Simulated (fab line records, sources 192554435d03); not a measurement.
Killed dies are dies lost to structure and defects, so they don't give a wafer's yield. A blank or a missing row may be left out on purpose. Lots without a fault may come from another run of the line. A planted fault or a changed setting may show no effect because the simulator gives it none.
fab line records | flow n5_finfet | part 1 of 2: steps 1 to 22 of 26
record lots=6 wafers=18 last_day=17
route steps=1938 shown BEOL_M0_SAQP@642 BEOL_M4@1111
lots that met no fault: from a run of the same line without faults
start_h: hours from the record's first day to the start of the lot's first wafer shown | wait_h: hours since the lot's step before | " the same as in the row above | L1.1+2: a row that stands for several wafers | - no value, or no start given | * or withheld: withheld | < > ~ a bound
route shown NAME@n: a module of which the file shows steps, and the number in the route of the first | usual: mean/standard deviation of fault-free wafers | same: alike in all rows | chamber/n: place in a boat | sites: the reading at each site | _std_site: their standard deviation | _edge_site: outer sites' mean less inner sites' | radius_mm: how far each site lies from the wafer's centre | mask NAME#n: copy n | behind: the tool/chamber that last shaped the wafer | hold: why the lot was held/for how many hours/how that ended | device: the transistor (n, p or np) that didn't switch | end of line: the same wafers' tests at the end of the route | a step without rows: its recipe alone | killed: dies lost to structure and defects at the first sort, not the wafer's yield | map: a wafer's dies, x killed, . not, _ none there
set.NAME: the setting as run; set.NAME@STEP: as run at that earlier step | model.NAME: the simulator's own value behind a step, which no gauge read
lots at some steps of the route; a table a step, a row a wafer
services: from which hour (start_h, from the record's first day; less than 0 if before it) a tool's chamber was out of use, for how many hours, and why
## steps
# step N5_BEOL_M0_SAQP_COAT_82
# recipe resist=SiARC temp_c=220 time_s=60 spin_rpm=1500 resist_thk_nm=30
# step N5_BEOL_M0_SAQP_COAT_08
# recipe resist=CAR-ArF spin_rpm=1500 resist_thk_nm=90
# step N5_BEOL_M0_SAQP_EBR_10
# recipe solvent=PGMEA ebr_width_mm=1.5
# step N5_BEOL_M0_SAQP_SOFTBAKE_09
# recipe temp_c=110 time_s=60 resist=CAR-ArF
# step N5_BEOL_M0_SAQP_EXPOSE_11
# recipe mask_id=M0_CORE na=1.35 source_shape=dipole sigma_inner=0.538 sigma_outer=0.738 polarization=te target_cd_nm=42 dose_mj=55
# step N5_BEOL_M0_SAQP_PEB_12
# recipe peb_temp_c=withheld peb_time_s=60 resist=CAR-ArF
# step N5_BEOL_M0_SAQP_DEVELOP_13
# recipe develop_time_s=30 developer=TMAH resist=CAR-ArF dev_temp_c=23 rinse_liquid=diw dry=air_spin
# step N5_BEOL_M0_SAQP_CD_MEAS_14
# recipe target_cd_nm=42.5 landing_energy_ev=500 detector=se_inlens
# usual cd_nm=42.4/0.37
# columns lot.wafer tool chamber start_h wait_h cd_nm
L192.2 cd_sem-02 0 148.95 - 42.9
L192.4 " 0 " " 42.4
L192.5 " 0 " " 42.6
L193.1 cd_sem-01 0 157.36 - 43.4
L193.4 " 0 " " 43.3
L193.5 " 0 " " 42.7
L199.1 cd_sem-02 0 192.29 - 42.6
L199.3 " 0 " " 42.3
L199.5 " 0 " " 43.3
L200.1 cd_sem-02 0 199.24 - 42.6
L200.4 " 0 " " 42.3
L200.5 " 0 " " 42.8
L206.1 cd_sem-02 0 234.57 - 42.7
L206.4 " 0 " " 42.3
L206.6 " 0 " " 42.7
L208.1 cd_sem-02 0 245.77 - 42.2
L208.2 " 0 " " 42.6
L208.5 " 0 " " 42.0
# step N5_BEOL_M0_SAQP_OVL_MEAS_15
# recipe points_per_wafer=44
# usual M0_CORE_OVL=-0.5/0.69
# columns lot.wafer tool chamber start_h wait_h M0_CORE_OVL[nm]
L192.2 overlay-02 0 148.98 0.0 -0.3
L192.4 " 0 " " -0.6
L192.5 " 0 " " -1.4
L193.1 overlay-02 0 157.39 0.0 -0.4
L193.4 " 0 " " -0.9
L193.5 " 0 " " -0.4
L199.1 overlay-01 0 192.32 0.0 -0.1
L199.3 " 0 " " 0.1
L199.5 " 0 " " 0.7
L200.1 overlay-02 0 199.27 0.0 0.5
L200.4 " 0 " " -0.3
L200.5 " 0 " " 0.1
L206.1 overlay-02 0 234.60 0.0 -0.9
L206.4 " 0 " " 0.6
L206.6 " 0 " " -0.1
L208.1 overlay-02 0 245.80 0.0 0.1
L208.2 " 0 " " -0.4
L208.5 " 0 " " -0.6
# step N5_BEOL_M0_SAQP_INSPECT_16
# recipe mode=adi inspect_instrument=brightfield
# usual raw_defect_count=555/140
# columns lot.wafer tool chamber start_h wait_h raw_defect_count
L192.2 defect_inspect-02 - 149.01 0.0 582
L192.4 " - " " 415
L192.5 " - " " 472
L193.1 defect_inspect-01 - 157.41 0.0 498
L193.4 " - " " 331
L193.5 " - " " 325
L199.1 defect_inspect-02 - 192.35 0.0 564
L199.3 " - " " 711
L199.5 " - " " 771
L200.1 defect_inspect-01 - 199.29 0.0 462
L200.4 " - " " 564
L200.5 " - " " 525
L206.1 defect_inspect-02 - 234.62 0.0 591
L206.4 " - " " 502
L206.6 " - " " 438
L208.1 defect_inspect-01 - 245.82 0.0 481
L208.2 " - " " 656
L208.5 " - " " 426
# step N5_BEOL_M0_SAQP_DESCUM_19
# recipe chemistry=O2 time_s=7.9 source_power_w=50 bias_power_w=20 pressure_mtorr=20 rf_frequency_hz=2.712e+07 temp_c=40 resist=CAR-ArF o2_flow_sccm=225
# usual bias_power_w=19.99/0.057 chamber_pressure_mTorr=20.000/0.016 drypump_motor_current_A=5.73/0.27 oes_product_au=0.77/0.08 rf_vpp_V=243.1/1.3 showerhead_plenum_p_Torr=2.09/0.066 throttle_valve_pct=20.47/0.25
# same time_s=7.9
# columns lot.wafer tool chamber start_h wait_h bias_power_w chamber_pressure_mTorr drypump_motor_current_A oes_product_au rf_hours_counter_h rf_vpp_V showerhead_plenum_p_Torr throttle_valve_pct
L192.2 rie_diel-06 1 149.10 0.1 20.02 20.000 5.94 0.75 162 243.5 2.20 20.61
L192.4 " 3 " " 20.01 19.995 5.79 0.93 29 243.7 2.14 20.68
L192.5 " 3 " " 20.11 20.003 5.77 0.93 - 243.4 2.14 20.68
L193.1 rie_diel-05 1 157.44 0.0 19.87 20.025 5.74 0.74 154 245.0 2.08 19.98
L193.4 " 0 " " 19.97 19.971 5.82 0.77 137 242.4 2.02 20.66
L193.5 " 0 " " 20.06 19.993 5.85 0.77 - 242.2 2.02 20.68
L199.1 rie_diel-05 2 192.38 0.0 19.93 19.998 5.58 0.85 59 242.1 2.11 20.22
L199.3 " 0 " " 20.01 20.004 5.85 0.76 149 241.2 2.01 20.69
L199.5 " 3 " " 20.08 20.024 6.12 0.92 - 245.7 2.22 20.49
L200.1 rie_diel-03 0 199.44 0.1 20.00 19.965 5.39 0.70 204 242.0 2.05 20.49
L200.4 " 3 " " 19.96 20.018 5.22 0.74 184 243.2 2.07 20.45
L200.5 " 2 " " 19.97 20.021 5.58 0.91 - 244.1 2.25 20.38
L206.1 rie_diel-03 1 234.66 0.0 20.11 19.977 6.23 0.69 208 241.4 2.00 20.68
L206.4 " 1 " " 20.13 20.038 6.22 0.69 - 242.0 2.00 20.66
L206.6 " 3 " " 19.94 19.977 5.24 0.72 - 243.4 2.07 20.45
L208.1 rie_diel-03 3 245.86 0.0 19.95 20.003 5.24 0.72 201 243.4 2.06 20.46
L208.2 " 0 " " 19.98 19.996 5.38 0.69 220 242.0 2.05 20.52
L208.5 " 1 " " 19.91 20.008 6.19 0.69 - 240.5 1.99 20.67
# step N5_BEOL_M0_SAQP_ETCH_83
# recipe chemistry=CF4 target=SiARC target_depth_a=390 mask_material=CAR-ArF time_s=65 ion_energy_ev=80 pressure_mtorr=40 source_w=545 bias_w=36 Ar_flow_sccm=100 cf4_flow_sccm=100 ends=cleared
# usual bias_w=36.01/0.11 cf4_flow_sccm=100.0/0.33 chamber_pressure_mTorr=39.99/0.037 drypump_motor_current_A=5.73/0.27 etch_rf_on_time_s=64.0/1.9 oes_product_au=0.67/0.069 rf_vpp_V=184.1/1.2 showerhead_plenum_p_Torr=2.14/0.06 throttle_valve_pct=15.67/0.21
# columns lot.wafer tool chamber start_h wait_h bias_w cf4_flow_sccm chamber_pressure_mTorr drypump_motor_current_A etch_rf_on_time_s oes_product_au rf_hours_counter_h rf_vpp_V showerhead_plenum_p_Torr throttle_valve_pct
L192.2 rie_diel-06 1 149.14 0.0 36.20 100.0 39.99 5.88 65.3 0.64 162 185.4 2.23 15.74
L192.4 " 3 " " 35.97 100.6 40.06 5.78 63.0 0.79 29 184.4 2.18 15.66
L192.5 " 3 " " 35.84 100.4 40.00 5.76 62.5 0.78 - 186.7 2.18 15.65
L193.1 rie_diel-05 1 157.48 0.0 36.17 99.5 40.01 5.71 65.8 0.63 154 183.1 2.14 15.36
L193.4 " 0 " " 36.05 100.3 40.05 5.82 61.4 0.68 137 183.4 2.08 15.89
L193.5 " 0 " " 36.07 100.4 39.96 5.84 61.6 0.67 - 182.6 2.08 15.90
L199.1 rie_diel-05 2 192.42 0.0 36.19 99.9 39.99 5.59 61.0 0.75 59 184.6 2.17 15.43
L199.3 " 0 " " 35.98 100.1 40.02 5.84 61.5 0.67 149 182.7 2.07 15.94
L199.5 " 3 " " 36.12 99.9 40.02 6.14 66.8 0.77 - 186.2 2.27 15.62
L200.1 rie_diel-03 0 199.47 0.0 36.05 100.2 39.96 5.34 65.6 0.60 204 183.6 2.12 15.79
L200.4 " 3 " " 35.76 100.4 40.04 5.25 64.2 0.63 184 183.9 2.14 15.73
L200.5 " 2 " " 35.99 100.3 39.97 5.55 64.7 0.77 - 185.9 2.28 15.44
L206.1 rie_diel-03 1 234.69 0.0 35.94 99.8 39.96 6.21 63.1 0.60 209 182.2 2.05 15.88
L206.4 " 1 " " 35.82 99.8 39.96 6.21 62.9 0.61 - 183.1 2.05 15.87
L206.6 " 3 " " 35.84 100.3 40.04 5.24 63.6 0.62 - 184.4 2.14 15.76
L208.1 rie_diel-03 3 245.89 0.0 35.98 99.8 40.02 5.25 63.5 0.62 201 183.4 2.14 15.76
L208.2 " 0 " " 35.94 99.9 40.04 5.39 64.9 0.60 220 183.0 2.12 15.81
L208.5 " 1 " " 36.10 100.0 39.96 6.23 62.8 0.60 - 184.6 2.05 15.89
# step N5_BEOL_M0_SAQP_ETCH_84
# recipe chemistry=N2/H2 target=SOC target_depth_a=1000 overetch_a=200 mask_material=SiARC temp_c=40 time_s=150 ion_energy_ev=200 pressure_mtorr=30 source_w=840 bias_w=150 n2_flow_sccm=200 h2_flow_sccm=200
# usual bias_w=149.9/0.45 chamber_pressure_mTorr=30.003/0.027 drypump_motor_current_A=5.74/0.27 oes_product_au=0.69/0.067 rf_vpp_V=523.8/2.4 showerhead_plenum_p_Torr=2.54/0.08 throttle_valve_pct=17.89/0.22 time_s=150/0
# columns lot.wafer tool chamber start_h wait_h bias_w chamber_pressure_mTorr drypump_motor_current_A oes_product_au rf_hours_counter_h rf_vpp_V showerhead_plenum_p_Torr throttle_valve_pct time_s model.CAR-ArF_of_BEOL_M0_SAQP_COAT_08.thk_nm model.SiARC_of_BEOL_M0_SAQP_COAT_82.thk_nm
L192.2 rie_diel-06 1 149.19 0.0 149.4 29.980 5.90 0.67 162 525.4 2.65 17.93 150 0 24.2
L192.4 " 3 " " 149.0 29.998 5.79 0.81 29 525.3 2.60 17.97 150 0 24.2
L192.5 " 3 " " 149.9 30.019 5.81 0.81 - 524.5 2.60 17.97 150 0 24
L193.1 rie_diel-05 1 157.53 0.0 149.9 29.969 5.76 0.66 154 522.3 2.53 17.50 150 0 24.2
L193.4 " 0 " " 150.1 29.972 5.86 0.67 137 521.7 2.44 17.91 150 0 24
L193.5 " 0 " " 149.8 30.025 5.84 0.68 - 521.0 2.44 17.91 150 0 23.8
L199.1 rie_diel-05 2 192.47 0.0 - - - - - - - - - 55.4 30
L199.3 " 0 " " - - - - - - - - - 55.2 30
L199.5 " 3 " " - - - - - - - - - 55.6 30
L200.1 rie_diel-03 0 199.52 0.0 - - - - - - - - - 55.2 30
L200.4 " 3 " " - - - - - - - - - 55 30
L200.5 " 2 " " - - - - - - - - - 55.2 30
L206.1 rie_diel-03 1 234.74 0.0 149.7 29.975 6.24 0.62 209 521.0 2.42 18.09 150 0 24.2
L206.4 " 1 " " 150.1 29.978 6.25 0.63 - 521.5 2.42 18.08 150 0 24.2
L206.6 " 3 " " 150.4 30.011 5.27 0.66 - 522.0 2.53 18.06 150 0 24.2
L208.1 rie_diel-03 3 245.94 0.0 149.9 29.994 5.25 0.64 201 523.6 2.52 18.05 150 0 24.4
L208.2 " 0 " " 150.3 29.998 5.38 0.63 220 523.7 2.52 18.15 150 0 24.2
L208.5 " 1 " " 149.9 30.045 6.24 0.62 - 519.1 2.42 18.09 150 0 24
# step N5_BEOL_M0_SAQP_STRIP_80
# recipe chemistry=N2/H2 temp_c=40 n2_flow_sccm=200 h2_flow_sccm=200 rf_frequency_hz=6e+07
# step N5_BEOL_M0_SAQP_HM_OPEN_112
# recipe chemistry=CHF3/O2 target=SiO2 stop_on=a-Si target_depth_a=120 over_etch_frac=1.25 mask_material=SOC time_s=13.5 pressure_mtorr=30 source_w=650 bias_w=170 Ar_flow_sccm=200 CHF3_flow_sccm=50 O2_flow_sccm=5 ion_energy_ev=200 ends=end_point
# usual CHF3_flow_sccm=49.99/0.16 chamber_pressure_mTorr=30.001/0.028 drypump_motor_current_A=5.73/0.26 oes_product_au=0.51/0.049 rf_vpp_V=526/10 showerhead_plenum_p_Torr=2.41/0.073 throttle_valve_pct=18.88/0.23
# columns lot.wafer tool chamber start_h wait_h CHF3_flow_sccm chamber_pressure_mTorr drypump_motor_current_A oes_product_au rf_hours_counter_h rf_vpp_V showerhead_plenum_p_Torr throttle_valve_pct model.SiARC_of_BEOL_M0_SAQP_COAT_82.thk_nm
L192.2 rie_diel-06 1 149.29 0.0 50.16 29.994 5.89 0.49 162 533 2.51 18.96 5.2
L192.4 " 3 " " 50.12 30.000 5.82 0.59 29 517 2.46 18.99 4.6
L192.5 " 3 " " 50.18 29.973 5.80 0.60 - 518 2.46 19.00 4.6
L193.1 rie_diel-05 1 157.64 0.0 49.89 29.931 5.77 0.49 154 542 2.39 18.44 4.2
L193.4 " 0 " " 50.24 30.004 5.85 0.50 137 516 2.32 19.05 3.6
L193.5 " 0 " " 50.03 30.005 5.85 0.50 - 518 2.32 19.06 3.6
L199.1 rie_diel-05 2 192.57 0.0 49.82 30.032 5.57 0.32 59 524 2.44 18.64 9.8
L199.3 " 0 " " 49.86 29.973 5.84 0.29 149 518 2.31 19.02 9.8
L199.5 " 3 " " 49.91 30.037 6.11 0.33 - 545 2.56 18.90 10.6
L200.1 rie_diel-03 0 199.63 0.0 49.83 29.985 5.37 0.26 204 533 2.38 18.90 10.6
L200.4 " 3 " " 50.18 29.963 5.23 0.28 184 516 2.41 18.95 10.6
L200.5 " 2 " " 50.22 30.022 5.52 0.34 - 532 2.57 18.65 10.6
L206.1 rie_diel-03 1 234.85 0.0 49.98 29.972 6.23 0.46 209 527 2.30 19.04 4.6
L206.4 " 1 " " 49.91 29.971 6.24 0.45 - 527 2.30 19.04 4.4
L206.6 " 3 " " 50.00 30.003 5.27 0.48 - 516 2.41 19.02 4.8
L208.1 rie_diel-03 3 246.05 0.0 50.02 29.997 5.23 0.47 201 515 2.41 19.03 4.8
L208.2 " 0 " " 49.89 30.022 5.39 0.46 220 531 2.38 18.98 4.8
L208.5 " 1 " " 49.80 30.036 6.22 0.45 - 528 2.29 19.05 4
# step N5_BEOL_M0_SAQP_STRIP_113
# recipe chemistry=CHF3/O2 resist=SiARC rf_frequency_hz=6e+07
# step N5_BEOL_M0_SAQP_MANDREL_ETCH_20
# recipe target_depth_a=600 chemistry=HBr/Cl2 target=a-Si stop_on=SiNx bt_time_s=10 mask_material=SOC over_etch_frac=0.5 time_s=30 pressure_mtorr=10 icp_w=800 bias_w=75 HBr_flow_sccm=150 Cl2_flow_sccm=80 ends=end_point
# usual HBr_flow_sccm=150.0/0.47 bias_w=75.00/0.2 chamber_pressure_mTorr=9.999/0.0092 drypump_motor_current_A=5.8/0.5 he_backside_leak_sccm=2.7/0.32 oes_product_au=0.780/0.012 throttle_valve_pct=35.5/0.32
# columns lot.wafer tool chamber start_h wait_h HBr_flow_sccm bias_w chamber_pressure_mTorr drypump_motor_current_A he_backside_leak_sccm oes_product_au rf_hours_counter_h throttle_valve_pct
L192.2 rie_si-04 2 149.38 0.0 149.9 75.11 10.000 5.3 2.3 0.762 137 35.4
L192.4 " 3 " " 149.5 75.05 9.987 5.7 3.0 0.774 119 36.0
L192.5 " 2 " " 150.1 75.08 10.011 5.3 2.5 0.777 - 35.4
L193.1 rie_si-06 1 157.72 0.0 149.5 74.96 9.992 6.7 3.1 0.764 107 35.1
L193.4 " 3 " " 151.0 75.14 10.016 5.5 2.6 0.804 67 35.4
L193.5 " 3 " " 149.9 75.25 10.004 5.5 2.6 0.805 - 35.4
L199.1 rie_si-01 1 192.66 0.0 150.7 74.81 9.985 5.2 2.4 0.327 87 36.1
L199.3 " 3 " " 150.2 74.77 10.005 5.5 2.8 0.321 116 36.1
L199.5 " 0 " " 149.7 75.11 10.004 6.0 3.4 0.325 - 35.8
L200.1 rie_si-06 3 199.71 0.0 149.3 75.22 10.016 5.5 2.6 0.326 68 36.3
L200.4 " 0 " " 149.9 74.99 10.002 6.7 2.6 0.332 171 36.8
L200.5 " 0 " " 149.7 75.00 10.007 6.7 2.5 0.339 - 36.8
L206.1 rie_si-04 2 234.93 0.0 149.9 75.46 9.994 5.4 2.5 0.770 138 35.5
L206.4 " 0 " " 149.9 75.10 9.996 6.0 3.1 0.770 184 35.4
L206.6 " 3 " " 150.4 74.76 9.998 5.7 2.9 0.763 - 36.0
L208.1 rie_si-06 1 246.14 0.0 149.3 75.00 9.997 6.7 2.9 0.770 109 35.1
L208.2 " 2 " " 148.9 74.90 9.996 5.0 2.5 0.778 23 35.8
L208.5 " 1 " " 150.4 75.08 9.996 6.7 2.9 0.768 - 35.1
# step N5_BEOL_M0_SAQP_STRIP_86
# recipe chemistry=N2/H2 power_w=500 temp_c=40 pressure_mtorr=50 rf_frequency_hz=6e+07 overash_fraction=0.3 bias_power_w=28 h2_frac=0.5 n2_flow_sccm=300 h2_flow_sccm=300
# usual bias_power_w=27.99/0.086 chamber_pressure_mTorr=50.01/0.064 drypump_motor_current_A=5.7/0.3 oes_product_au=0.77/0.078 rf_vpp_V=121.7/1.5 showerhead_plenum_p_Torr=3.37/0.1 throttle_valve_pct=19.11/0.24
# columns lot.wafer tool chamber start_h wait_h bias_power_w chamber_pressure_mTorr drypump_motor_current_A oes_product_au rf_hours_counter_h rf_vpp_V showerhead_plenum_p_Torr throttle_valve_pct
L192.2 rie_diel-06 2 149.53 0.1 28.04 49.93 5.5 0.71 200 121.6 3.35 19.08
L192.4 " 1 " " 28.06 49.90 5.9 0.72 162 123.4 3.50 19.04
L192.5 " 3 " " 27.92 49.98 5.8 0.92 - 123.1 3.43 19.02
L193.1 rie_diel-03 3 157.82 0.1 27.87 50.02 5.3 0.75 171 123.0 3.35 19.40
L193.4 " 0 " " 28.02 50.01 5.4 0.72 - 119.4 3.34 19.41
L193.5 " 1 " " 27.98 49.94 6.2 0.71 - 119.5 3.21 19.22
L199.1 rie_diel-06 1 192.78 0.1 27.96 50.01 5.9 0.72 174 122.6 3.49 19.08
L199.3 " 3 " " 27.85 49.99 5.8 0.92 41 123.2 3.42 19.03
L199.5 " 3 " " 28.03 49.95 5.8 0.91 - 120.4 3.42 19.04
L200.1 rie_diel-06 1 199.95 0.2 27.97 50.07 6.0 0.73 176 126.4 3.49 19.08
L200.4 " 2 " " 28.04 50.05 5.5 0.70 214 120.5 3.34 19.11
L200.5 " 1 " " 28.08 50.01 6.0 0.74 - 122.9 3.49 19.08
L206.1 rie_diel-06 1 235.06 0.1 28.04 49.94 5.9 0.72 187 124.2 3.48 19.09
L206.4 " 0 " " 28.06 50.21 5.8 0.72 168 123.0 3.32 19.24
L206.6 " 0 " " 28.12 50.00 5.8 0.72 - 122.6 3.33 19.20
L208.1 rie_diel-05 0 246.24 0.1 27.96 50.16 5.9 0.74 169 123.9 3.21 18.75
L208.2 " 3 " " 27.99 50.02 6.2 0.89 35 121.2 3.56 19.15
L208.5 " 2 " " 28.02 50.02 5.6 0.83 - 121.6 3.40 18.81
# step N5_BEOL_M0_SAQP_STRIP_115
# recipe chemistry=post_etch_residue_remover time_s=60 temp_c=25 remover_ph=withheld remover_water_wt_pct=withheld remover_fluoride_wt_pct=withheld
# step N5_BEOL_M0_SAQP_SRD_93
# recipe dry=ipa_marangoni time_s=30 temp_c=23 rinse_liquid=diw
# step N5_BEOL_M0_SAQP_RECESS_114
# recipe chemistry=HF/NH3 target=SiO2 target_depth_a=144 afs_cycles=3 temp_c=30 sublimation_temp_c=180 sublimation_time_s=60
# step N5_BEOL_M0_SAQP_SPACER1_ALD_98
# recipe material=SiO2 target_thk_a=128 temp_c=300 ald_precursor_family=BDEAS ald_co_reactant=O2-plasma pulse_time_s=1 purge_time_s=2 co_reactant_purge_time_s=2 ald_cycles=138 pressure_torr=2
# usual chamber_pressure_Torr=2.000/0.0044 heater_power_w=442/51 precursor_pulse_height_rel=0.998/0.02
# columns lot.wafer tool chamber start_h wait_h chamber_pressure_Torr heater_power_w precursor_pulse_height_rel
L192.2 ald_sin-01 0 150.04 0.3 2.002 404 1.005
L192.4 " 2 " " 2.001 551 0.981
L192.5 " 3 " " 1.999 406 1.002
L193.1 ald_sin-03 0 158.33 0.3 2.005 419 0.988
L193.4 " 1 " " 2.000 479 1.013
L193.5 " 3 " " 1.999 436 0.960
L199.1 ald_sin-01 3 193.30 0.3 1.995 410 0.986
L199.3 " 1 " " 1.998 389 0.995
L199.5 " 2 " " 2.005 564 0.999
L200.1 ald_sin-03 0 200.47 0.3 1.991 420 1.000
L200.4 " 3 " " 2.004 446 1.000
L200.5 " 0 " " 1.993 413 1.017
L206.1 ald_sin-02 1 235.58 0.3 1.995 395 1.018
L206.4 " 2 " " 2.008 423 0.974
L206.6 " 3 " " 1.996 417 1.007
L208.1 ald_sin-03 3 246.75 0.3 1.998 448 0.992
L208.2 " 2 " " 2.002 469 1.005
L208.5 " 0 " " 1.999 421 1.028
## key
first_sign step=N5_BEOL_M0_SAQP_ETCH_84 reading=tool_record direction=missing
effect step=N5_BEOL_M0_SAQP_HM_OPEN_112 reading=oes_product_au direction=down sigmas=4.1 usual=0.51 struck=0.30
effect step=N5_BEOL_M0_SAQP_MANDREL_ETCH_20 reading=oes_product_au direction=down sigmas=37 usual=0.780 struck=0.328
effect step=N5_BEOL_M0_SAQP_MANDREL1_REMOVE_100 reading=oes_product_au direction=down sigmas=42 usual=1.011 struck=0.376
effect step=N5_BEOL_M0_SAQP_CD_MEAS_25 reading=cd_nm direction=missing
model_effect step=N5_BEOL_M0_SAQP_ETCH_84 value=CAR-ArF_of_BEOL_M0_SAQP_COAT_08.thk_nm without=0 struck=55.27
model_effect step=N5_BEOL_M0_SAQP_HM_OPEN_112 value=SiARC_of_BEOL_M0_SAQP_COAT_82.thk_nm without=4.5 struck=10.33
met_at N5_BEOL_M0_SAQP_ETCH_84
struck_wafers L199.1,L199.3,L199.5,L200.1,L200.4,L200.5
later_rows_left_out L199.1,L199.3,L199.5,L200.1,L200.4,L200.5
sort_left_out L199.1,L199.3,L199.5,L200.1,L200.4,L200.5
onset_between 157.53 192.47
fault kind=skipped_step_whole tool=rie_diel-03,rie_diel-05 chamber=- onset_h=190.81 steps=N5_BEOL_M0_SAQP_ETCH_84 scope=struck_lots_only
# sort_left_out: the simulated sort isn't trusted on such a fault, so these wafers' sort isn't shown, and their yield isn't known
# later_rows_left_out: the simulator's readings of these wafers behind a module that went badly wrong aren't trusted and aren't shown, but for the sort
